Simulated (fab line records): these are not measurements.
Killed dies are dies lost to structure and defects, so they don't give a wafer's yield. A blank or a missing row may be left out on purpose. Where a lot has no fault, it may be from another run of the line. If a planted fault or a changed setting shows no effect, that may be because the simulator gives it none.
fab line records / flow nand_harc
record lots=6 wafers=16 last_day=32
route steps=1302 shown A_STAIRCASE@657
lots untouched by any fault: they come from a run of this same line in which no faults occurred
start_h: the number of hours between the record's first day and the start of the first shown wafer of the lot / wait_h: hours since the lot's step before / " same as the row above / L1.1+2: a row that stands for several wafers / - value missing, or start not given / * or withheld: withheld / < > ~ a bound
route shown NAME@n: NAME is a module with steps in the file, n the number in the route of the first one / usual: the fault-free wafers' mean and standard deviation / same: alike in all rows / chamber/n: place in a boat / sites: the reading at each site / _std_site: standard deviation across them / _edge_site: mean of outer sites minus mean of inner sites / radius_mm: how far each site lies from the wafer's centre / mask NAME#n: copy n / behind: tool/chamber where the wafer was last shaped / hold: what put the lot on hold/how long, in hours/how the hold closed / device: which transistor (n, p or np) failed to switch / end of line: at the end of the route, the tests of the same wafers / a step without rows: its recipe alone / killed: dies lost to structure and defects at the first sort, not the wafer's yield / map: dies across one wafer; x = killed, . = not, _ = none there
set.NAME: setting as actually run; set.NAME@STEP: the setting as run at that earlier step / model.NAME: the simulator's own value behind a step, which no gauge read
lots at selected steps of the route; one table per step, one row per wafer
services: a tool's chamber out of use, with start hour (start_h, from the record's first day; less than 0 if before it), hours out, and reason
## steps
# step NHARC_A_STAIRCASE_DEHYDRATE_01
# recipe temp_c=150 time_s=120
# step NHARC_A_STAIRCASE_HMDS_02
# recipe time_s=30
# step NHARC_A_STAIRCASE_COAT_03
# recipe spin_rpm=1200
# step NHARC_A_STAIRCASE_SOFTBAKE_04
# recipe temp_c=135 time_s=170
# step NHARC_A_STAIRCASE_EBR_05
# step NHARC_A_STAIRCASE_EXPOSE_06
# recipe na=0.5 dose_mj=25.43 mask_id=STAIR
# step NHARC_A_STAIRCASE_PEB_07
# recipe peb_temp_c=115 peb_time_s=130
# step NHARC_A_STAIRCASE_DEVELOP_08
# recipe time_s=140
# step NHARC_A_STAIRCASE_HARDBAKE_10
# recipe temp_c=120 time_s=140
# step NHARC_A_STAIRCASE_DESCUM_11
# recipe time_s=3 o2_flow_sccm=200 ar_flow_sccm=0 bias_power_w=0 chemistry=O2
# usual drypump_motor_current_A=5.5/0.32 o2_flow_sccm=200.1/0.56 oes_product_au=0.997/0.0068 rf_vpp_V=57.6/0.84 showerhead_plenum_p_Torr=1.88/0.078 throttle_valve_pct=11.311/0.0097
# same time_s=3
lot.wafer=L406.2 tool=rie_diel-03 chamber=2 start_h=378.79 wait_h=- drypump_motor_current_A=5.6 o2_flow_sccm=199.7 oes_product_au=1.008 rf_hours_counter_h=27 rf_vpp_V=57.6 showerhead_plenum_p_Torr=1.88 throttle_valve_pct=11.293
lot.wafer=L406.5 tool=rie_diel-03 chamber=0 start_h=378.79 wait_h=- drypump_motor_current_A=4.9 o2_flow_sccm=199.9 oes_product_au=1.005 rf_hours_counter_h=- rf_vpp_V=58.0 showerhead_plenum_p_Torr=1.97 throttle_valve_pct=11.309
lot.wafer=L406.6 tool=rie_diel-03 chamber=1 start_h=378.79 wait_h=- drypump_motor_current_A=5.3 o2_flow_sccm=201.0 oes_product_au=1.004 rf_hours_counter_h=- rf_vpp_V=59.2 showerhead_plenum_p_Torr=2.07 throttle_valve_pct=11.317
lot.wafer=L407.3 tool=rie_diel-12 chamber=0 start_h=379.10 wait_h=- drypump_motor_current_A=5.5 o2_flow_sccm=200.1 oes_product_au=0.985 rf_hours_counter_h=34 rf_vpp_V=57.5 showerhead_plenum_p_Torr=1.90 throttle_valve_pct=11.317
lot.wafer=L407.6 tool=rie_diel-12 chamber=3 start_h=379.10 wait_h=- drypump_motor_current_A=5.5 o2_flow_sccm=199.1 oes_product_au=1.000 rf_hours_counter_h=- rf_vpp_V=56.5 showerhead_plenum_p_Torr=1.87 throttle_valve_pct=11.320
lot.wafer=L407.5 tool=rie_diel-12 chamber=0 start_h=379.10 wait_h=- drypump_motor_current_A=5.5 o2_flow_sccm=199.8 oes_product_au=1.000 rf_hours_counter_h=- rf_vpp_V=57.4 showerhead_plenum_p_Torr=1.90 throttle_valve_pct=11.298
lot.wafer=L418.3 tool=rie_diel-12 chamber=2 start_h=488.04 wait_h=- drypump_motor_current_A=5.2 o2_flow_sccm=200.5 oes_product_au=0.998 rf_hours_counter_h=11 rf_vpp_V=56.2 showerhead_plenum_p_Torr=1.86 throttle_valve_pct=11.317
lot.wafer=L418.5 tool=rie_diel-12 chamber=2 start_h=488.04 wait_h=- drypump_motor_current_A=5.2 o2_flow_sccm=200.8 oes_product_au=0.996 rf_hours_counter_h=- rf_vpp_V=58.3 showerhead_plenum_p_Torr=1.86 throttle_valve_pct=11.308
lot.wafer=L419.2 tool=rie_diel-12 chamber=3 start_h=504.17 wait_h=- drypump_motor_current_A=5.5 o2_flow_sccm=200.2 oes_product_au=0.985 rf_hours_counter_h=16 rf_vpp_V=58.4 showerhead_plenum_p_Torr=1.86 throttle_valve_pct=11.331
lot.wafer=L419.5 tool=rie_diel-12 chamber=0 start_h=504.17 wait_h=- drypump_motor_current_A=5.5 o2_flow_sccm=199.9 oes_product_au=1.001 rf_hours_counter_h=- rf_vpp_V=57.4 showerhead_plenum_p_Torr=1.88 throttle_valve_pct=11.317
lot.wafer=L424.1 tool=rie_diel-03 chamber=0 start_h=547.54 wait_h=- drypump_motor_current_A=5.0 o2_flow_sccm=200.0 oes_product_au=0.998 rf_hours_counter_h=20 rf_vpp_V=59.0 showerhead_plenum_p_Torr=1.96 throttle_valve_pct=11.332
lot.wafer=L424.2 tool=rie_diel-03 chamber=1 start_h=547.54 wait_h=- drypump_motor_current_A=5.3 o2_flow_sccm=199.9 oes_product_au=1.008 rf_hours_counter_h=17 rf_vpp_V=58.1 showerhead_plenum_p_Torr=2.05 throttle_valve_pct=11.313
lot.wafer=L424.4 tool=rie_diel-03 chamber=2 start_h=547.54 wait_h=- drypump_motor_current_A=5.5 o2_flow_sccm=199.7 oes_product_au=1.001 rf_hours_counter_h=18 rf_vpp_V=58.5 showerhead_plenum_p_Torr=1.87 throttle_valve_pct=11.320
lot.wafer=L422.1 tool=rie_diel-08 chamber=1 start_h=547.72 wait_h=- drypump_motor_current_A=6.2 o2_flow_sccm=199.9 oes_product_au=1.000 rf_hours_counter_h=61 rf_vpp_V=56.4 showerhead_plenum_p_Torr=1.77 throttle_valve_pct=11.303
lot.wafer=L422.2 tool=rie_diel-08 chamber=3 start_h=547.72 wait_h=- drypump_motor_current_A=5.4 o2_flow_sccm=200.8 oes_product_au=1.004 rf_hours_counter_h=54 rf_vpp_V=55.9 showerhead_plenum_p_Torr=1.78 throttle_valve_pct=11.302
lot.wafer=L422.5 tool=rie_diel-08 chamber=0 start_h=547.72 wait_h=- drypump_motor_current_A=5.6 o2_flow_sccm=199.3 oes_product_au=1.007 rf_hours_counter_h=- rf_vpp_V=59.3 showerhead_plenum_p_Torr=1.84 throttle_valve_pct=11.288
# step NHARC_A_STAIRCASE_TRIM_12
# recipe time_s=211.2 o2_flow_sccm=500 ar_flow_sccm=0 bias_w=0 chemistry=O2
# usual drypump_motor_current_A=5.6/0.32 o2_flow_sccm=499.9/1.6 oes_product_au=0.997/0.007 rf_vpp_V=57.7/0.9 showerhead_plenum_p_Torr=3.47/0.13 throttle_valve_pct=17.034/0.01
# same time_s=211.2
lot.wafer=L406.2 tool=rie_diel-03 chamber=2 start_h=378.89 wait_h=0.1 drypump_motor_current_A=5.6 o2_flow_sccm=500.7 oes_product_au=1.004 rf_hours_counter_h=27 rf_vpp_V=58.3 showerhead_plenum_p_Torr=3.47 throttle_valve_pct=17.027
lot.wafer=L406.6 tool=rie_diel-03 chamber=0 start_h=378.89 wait_h=0.1 drypump_motor_current_A=5.0 o2_flow_sccm=499.9 oes_product_au=1.004 rf_hours_counter_h=- rf_vpp_V=58.4 showerhead_plenum_p_Torr=3.63 throttle_valve_pct=17.045
lot.wafer=L406.5 tool=rie_diel-03 chamber=1 start_h=378.89 wait_h=0.1 drypump_motor_current_A=5.3 o2_flow_sccm=499.2 oes_product_au=0.999 rf_hours_counter_h=- rf_vpp_V=57.1 showerhead_plenum_p_Torr=3.79 throttle_valve_pct=17.030
lot.wafer=L407.3 tool=rie_diel-12 chamber=1 start_h=379.19 wait_h=0.1 drypump_motor_current_A=5.6 o2_flow_sccm=497.2 oes_product_au=1.006 rf_hours_counter_h=29 rf_vpp_V=57.6 showerhead_plenum_p_Torr=3.63 throttle_valve_pct=17.035
lot.wafer=L407.5 tool=rie_diel-12 chamber=1 start_h=379.19 wait_h=0.1 drypump_motor_current_A=5.7 o2_flow_sccm=498.5 oes_product_au=1.008 rf_hours_counter_h=- rf_vpp_V=55.3 showerhead_plenum_p_Torr=3.63 throttle_valve_pct=17.039
lot.wafer=L407.6 tool=rie_diel-12 chamber=0 start_h=379.19 wait_h=0.1 drypump_motor_current_A=5.5 o2_flow_sccm=501.2 oes_product_au=1.004 rf_hours_counter_h=- rf_vpp_V=57.4 showerhead_plenum_p_Torr=3.50 throttle_valve_pct=17.029
lot.wafer=L418.3 tool=rie_diel-12 chamber=2 start_h=488.15 wait_h=0.1 drypump_motor_current_A=5.2 o2_flow_sccm=499.9 oes_product_au=0.999 rf_hours_counter_h=11 rf_vpp_V=58.4 showerhead_plenum_p_Torr=3.44 throttle_valve_pct=17.025
lot.wafer=L418.5 tool=rie_diel-12 chamber=3 start_h=488.15 wait_h=0.1 drypump_motor_current_A=5.5 o2_flow_sccm=501.2 oes_product_au=0.984 rf_hours_counter_h=- rf_vpp_V=58.3 showerhead_plenum_p_Torr=3.44 throttle_valve_pct=17.020
lot.wafer=L419.2 tool=rie_diel-12 chamber=1 start_h=504.25 wait_h=0.1 drypump_motor_current_A=5.6 o2_flow_sccm=501.8 oes_product_au=1.008 rf_hours_counter_h=18 rf_vpp_V=59.5 showerhead_plenum_p_Torr=3.61 throttle_valve_pct=17.019
lot.wafer=L419.5 tool=rie_diel-12 chamber=0 start_h=504.25 wait_h=0.1 drypump_motor_current_A=5.5 o2_flow_sccm=498.1 oes_product_au=1.000 rf_hours_counter_h=- rf_vpp_V=56.9 showerhead_plenum_p_Torr=3.48 throttle_valve_pct=17.039
lot.wafer=L424.1 tool=rie_diel-03 chamber=3 start_h=547.69 wait_h=0.1 drypump_motor_current_A=5.5 o2_flow_sccm=501.8 oes_product_au=0.986 rf_hours_counter_h=21 rf_vpp_V=58.6 showerhead_plenum_p_Torr=3.42 throttle_valve_pct=17.026
lot.wafer=L424.2 tool=rie_diel-03 chamber=0 start_h=547.69 wait_h=0.1 drypump_motor_current_A=5.0 o2_flow_sccm=500.3 oes_product_au=0.999 rf_hours_counter_h=20 rf_vpp_V=58.1 showerhead_plenum_p_Torr=3.60 throttle_valve_pct=17.024
lot.wafer=L424.4 tool=rie_diel-03 chamber=1 start_h=547.69 wait_h=0.1 drypump_motor_current_A=5.3 o2_flow_sccm=497.9 oes_product_au=0.995 rf_hours_counter_h=18 rf_vpp_V=57.6 showerhead_plenum_p_Torr=3.77 throttle_valve_pct=17.035
lot.wafer=L422.2 tool=rie_diel-08 chamber=0 start_h=547.80 wait_h=0.1 drypump_motor_current_A=5.6 o2_flow_sccm=497.4 oes_product_au=0.994 rf_hours_counter_h=56 rf_vpp_V=56.7 showerhead_plenum_p_Torr=3.39 throttle_valve_pct=17.051
lot.wafer=L422.1 tool=rie_diel-08 chamber=1 start_h=547.80 wait_h=0.1 drypump_motor_current_A=6.3 o2_flow_sccm=500.3 oes_product_au=1.004 rf_hours_counter_h=61 rf_vpp_V=57.1 showerhead_plenum_p_Torr=3.27 throttle_valve_pct=17.025
lot.wafer=L422.5 tool=rie_diel-08 chamber=1 start_h=547.80 wait_h=0.1 drypump_motor_current_A=6.2 o2_flow_sccm=500.2 oes_product_au=1.011 rf_hours_counter_h=- rf_vpp_V=56.9 showerhead_plenum_p_Torr=3.27 throttle_valve_pct=17.030
# step NHARC_A_STAIRCASE_ETCH_13
# recipe target_depth_a=1000 time_s=40.5 ion_energy_ev=400 c4f8_flow_sccm=20 o2_flow_sccm=10 ar_flow_sccm=withheld rf_w=600 bias_w=1000 chemistry=C4F8/O2
# usual oes_product_au=0.938/0.013 rf_vpp_V=894/5.1
# same time_s=40.5
lot.wafer=L406.2 tool=rie_diel-03 chamber=3 start_h=379.03 wait_h=- oes_product_au=0.962 rf_hours_counter_h=27 rf_vpp_V=891
lot.wafer=L406.5 tool=rie_diel-03 chamber=0 start_h=379.03 wait_h=- oes_product_au=0.955 rf_hours_counter_h=- rf_vpp_V=900
lot.wafer=L406.6 tool=rie_diel-03 chamber=1 start_h=379.03 wait_h=- oes_product_au=0.942 rf_hours_counter_h=- rf_vpp_V=904
lot.wafer=L407.3 tool=rie_diel-12 chamber=0 start_h=379.40 wait_h=- oes_product_au=0.928 rf_hours_counter_h=- rf_vpp_V=894
lot.wafer=L407.5 tool=rie_diel-12 chamber=1 start_h=379.40 wait_h=- oes_product_au=0.928 rf_hours_counter_h=- rf_vpp_V=901
lot.wafer=L407.6 tool=rie_diel-12 chamber=0 start_h=379.40 wait_h=- oes_product_au=0.925 rf_hours_counter_h=- rf_vpp_V=896
lot.wafer=L418.3 tool=rie_diel-12 chamber=1 start_h=488.26 wait_h=- oes_product_au=0.938 rf_hours_counter_h=12 rf_vpp_V=900
lot.wafer=L418.5 tool=rie_diel-12 chamber=1 start_h=488.26 wait_h=- oes_product_au=1.078 rf_hours_counter_h=- rf_vpp_V=899
lot.wafer=L419.2 tool=rie_diel-12 chamber=1 start_h=504.41 wait_h=- oes_product_au=0.935 rf_hours_counter_h=18 rf_vpp_V=900
lot.wafer=L419.5 tool=rie_diel-12 chamber=1 start_h=504.41 wait_h=- oes_product_au=1.069 rf_hours_counter_h=- rf_vpp_V=899
lot.wafer=L424.4 tool=rie_diel-03 chamber=0 start_h=547.89 wait_h=- oes_product_au=0.932 rf_hours_counter_h=20 rf_vpp_V=898
lot.wafer=L424.1 tool=rie_diel-03 chamber=1 start_h=547.89 wait_h=- oes_product_au=0.939 rf_hours_counter_h=18 rf_vpp_V=905
lot.wafer=L424.2 tool=rie_diel-03 chamber=2 start_h=547.89 wait_h=- oes_product_au=0.932 rf_hours_counter_h=18 rf_vpp_V=892
lot.wafer=L422.2 tool=rie_diel-08 chamber=0 start_h=548.40 wait_h=- oes_product_au=0.920 rf_hours_counter_h=56 rf_vpp_V=891
lot.wafer=L422.1 tool=rie_diel-08 chamber=3 start_h=548.40 wait_h=- oes_product_au=0.937 rf_hours_counter_h=55 rf_vpp_V=887
lot.wafer=L422.5 tool=rie_diel-08 chamber=0 start_h=548.40 wait_h=- oes_product_au=0.925 rf_hours_counter_h=- rf_vpp_V=891
# step NHARC_A_STAIRCASE_TRIM_14
# recipe time_s=211.2 o2_flow_sccm=500 ar_flow_sccm=0 bias_w=0 chemistry=O2
# usual drypump_motor_current_A=5.6/0.32 o2_flow_sccm=500.0/1.6 oes_product_au=0.998/0.0073 rf_vpp_V=57.6/0.82 showerhead_plenum_p_Torr=3.47/0.14 throttle_valve_pct=17.036/0.0092
# same time_s=211.2
lot.wafer=L406.2 tool=rie_diel-03 chamber=0 start_h=- wait_h=- drypump_motor_current_A=5.0 o2_flow_sccm=502.2 oes_product_au=1.003 rf_hours_counter_h=25 rf_vpp_V=59.3 showerhead_plenum_p_Torr=3.63 throttle_valve_pct=17.045
lot.wafer=L406.6 tool=rie_diel-03 chamber=0 start_h=- wait_h=- drypump_motor_current_A=5.0 o2_flow_sccm=502.9 oes_product_au=1.007 rf_hours_counter_h=- rf_vpp_V=57.0 showerhead_plenum_p_Torr=3.63 throttle_valve_pct=17.046
lot.wafer=L406.5 tool=rie_diel-03 chamber=1 start_h=- wait_h=- drypump_motor_current_A=5.3 o2_flow_sccm=500.5 oes_product_au=0.998 rf_hours_counter_h=- rf_vpp_V=57.5 showerhead_plenum_p_Torr=3.79 throttle_valve_pct=17.052
lot.wafer=L407.3 tool=rie_diel-12 chamber=1 start_h=- wait_h=- drypump_motor_current_A=5.7 o2_flow_sccm=501.6 oes_product_au=1.003 rf_hours_counter_h=- rf_vpp_V=58.0 showerhead_plenum_p_Torr=3.63 throttle_valve_pct=17.029
lot.wafer=L407.5 tool=rie_diel-12 chamber=0 start_h=- wait_h=- drypump_motor_current_A=5.5 o2_flow_sccm=500.6 oes_product_au=1.002 rf_hours_counter_h=- rf_vpp_V=56.6 showerhead_plenum_p_Torr=3.50 throttle_valve_pct=17.030
lot.wafer=L407.6 tool=rie_diel-12 chamber=1 start_h=- wait_h=- drypump_motor_current_A=5.7 o2_flow_sccm=502.1 oes_product_au=1.004 rf_hours_counter_h=- rf_vpp_V=57.5 showerhead_plenum_p_Torr=3.63 throttle_valve_pct=17.057
lot.wafer=L418.3 tool=rie_diel-12 chamber=0 start_h=- wait_h=- drypump_motor_current_A=5.5 o2_flow_sccm=503.2 oes_product_au=0.991 rf_hours_counter_h=10 rf_vpp_V=58.0 showerhead_plenum_p_Torr=3.48 throttle_valve_pct=17.042
lot.wafer=L418.5 tool=rie_diel-12 chamber=1 start_h=- wait_h=- drypump_motor_current_A=5.7 o2_flow_sccm=501.3 oes_product_au=0.991 rf_hours_counter_h=- rf_vpp_V=57.2 showerhead_plenum_p_Torr=3.61 throttle_valve_pct=17.033
lot.wafer=L419.2 tool=rie_diel-12 chamber=1 start_h=- wait_h=- drypump_motor_current_A=5.6 o2_flow_sccm=498.5 oes_product_au=1.003 rf_hours_counter_h=18 rf_vpp_V=58.4 showerhead_plenum_p_Torr=3.61 throttle_valve_pct=17.030
lot.wafer=L419.5 tool=rie_diel-12 chamber=3 start_h=- wait_h=- drypump_motor_current_A=5.5 o2_flow_sccm=498.4 oes_product_au=0.998 rf_hours_counter_h=- rf_vpp_V=58.2 showerhead_plenum_p_Torr=3.44 throttle_valve_pct=17.017
lot.wafer=L424.4 tool=rie_diel-03 chamber=2 start_h=- wait_h=- drypump_motor_current_A=5.6 o2_flow_sccm=504.1 oes_product_au=1.008 rf_hours_counter_h=19 rf_vpp_V=56.8 showerhead_plenum_p_Torr=3.45 throttle_valve_pct=17.032
lot.wafer=L424.2 tool=rie_diel-03 chamber=3 start_h=- wait_h=- drypump_motor_current_A=5.6 o2_flow_sccm=501.6 oes_product_au=0.990 rf_hours_counter_h=21 rf_vpp_V=57.6 showerhead_plenum_p_Torr=3.42 throttle_valve_pct=17.030
lot.wafer=L424.1 tool=rie_diel-03 chamber=0 start_h=- wait_h=- drypump_motor_current_A=5.0 o2_flow_sccm=501.2 oes_product_au=0.995 rf_hours_counter_h=20 rf_vpp_V=58.0 showerhead_plenum_p_Torr=3.60 throttle_valve_pct=17.051
lot.wafer=L422.1 tool=rie_diel-08 chamber=0 start_h=- wait_h=- drypump_motor_current_A=5.6 o2_flow_sccm=499.3 oes_product_au=1.002 rf_hours_counter_h=57 rf_vpp_V=58.5 showerhead_plenum_p_Torr=3.39 throttle_valve_pct=17.034
lot.wafer=L422.2 tool=rie_diel-08 chamber=1 start_h=- wait_h=- drypump_motor_current_A=6.3 o2_flow_sccm=500.7 oes_product_au=1.011 rf_hours_counter_h=61 rf_vpp_V=57.7 showerhead_plenum_p_Torr=3.27 throttle_valve_pct=17.026
lot.wafer=L422.5 tool=rie_diel-08 chamber=2 start_h=- wait_h=- drypump_motor_current_A=6.1 o2_flow_sccm=500.5 oes_product_au=1.004 rf_hours_counter_h=- rf_vpp_V=58.3 showerhead_plenum_p_Torr=3.27 throttle_valve_pct=17.046
## services
tool=rie_diel-12 chamber=1 start_h=363.83 hours=7.2 kind=repair
tool=rie_diel-12 chamber=2 start_h=368.15 hours=21.2 kind=repair
tool=rie_diel-08 chamber=- start_h=372.77 hours=9.0 kind=pm
tool=rie_diel-12 chamber=0 start_h=378.23 hours=- kind=clean
tool=rie_diel-12 chamber=1 start_h=378.23 hours=- kind=clean
tool=rie_diel-12 chamber=3 start_h=378.23 hours=- kind=clean
tool=rie_diel-12 chamber=3 start_h=379.35 hours=36.3 kind=repair
tool=rie_diel-03 chamber=3 start_h=392.85 hours=3.4 kind=repair
tool=rie_diel-12 chamber=0 start_h=404.09 hours=- kind=clean
tool=rie_diel-12 chamber=1 start_h=404.09 hours=- kind=clean
tool=rie_diel-12 chamber=2 start_h=404.09 hours=- kind=clean
tool=rie_diel-12 chamber=0 start_h=428.59 hours=- kind=clean
tool=rie_diel-12 chamber=1 start_h=428.59 hours=- kind=clean
tool=rie_diel-12 chamber=2 start_h=428.59 hours=- kind=clean
tool=rie_diel-12 chamber=3 start_h=428.59 hours=- kind=clean
tool=rie_diel-03 chamber=1 start_h=431.56 hours=12.7 kind=repair
tool=rie_diel-12 chamber=- start_h=447.14 hours=9.0 kind=pm
tool=rie_diel-12 chamber=0 start_h=447.14 hours=9.0 kind=vent_cycle
tool=rie_diel-12 chamber=1 start_h=447.14 hours=9.0 kind=vent_cycle
tool=rie_diel-03 chamber=- start_h=458.81 hours=9.0 kind=pm
tool=rie_diel-08 chamber=- start_h=465.88 hours=0.2 kind=repair
tool=rie_diel-03 chamber=- start_h=497.64 hours=0.5 kind=repair
tool=rie_diel-08 chamber=2 start_h=499.32 hours=11.7 kind=repair
tool=rie_diel-03 chamber=- start_h=541.18 hours=0.5 kind=repair
## key
first_sign step=NHARC_A_STAIRCASE_ETCH_13 reading=oes_product_au direction=up sigmas=10 usual=0.938 struck=1.073
effect none on later readings
met_at NHARC_A_STAIRCASE_ETCH_13
struck_wafers L418.5,L419.5
sort_left_out L418.5,L419.5
tester_left_out L418,L419
onset_between 379.40 488.26
fault kind=process_parameter_drift tool=rie_diel-12 chamber=- onset_h=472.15 steps=NHARC_A_STAIRCASE_ETCH_13 channel=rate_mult offset=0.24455 shape=step end_h=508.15 scope=struck_wafers_only
# tester_left_out: of these lots the tester's yield and bins aren't shown, on N5 and GAA mostly nor the transistor test; their killed dies are dies lost to structure and defects alone, not to doping, threshold or leakage, so they don't give the yield
# sort_left_out: the simulated sort isn't trusted on such a fault, so these wafers' sort isn't shown, and their yield isn't known
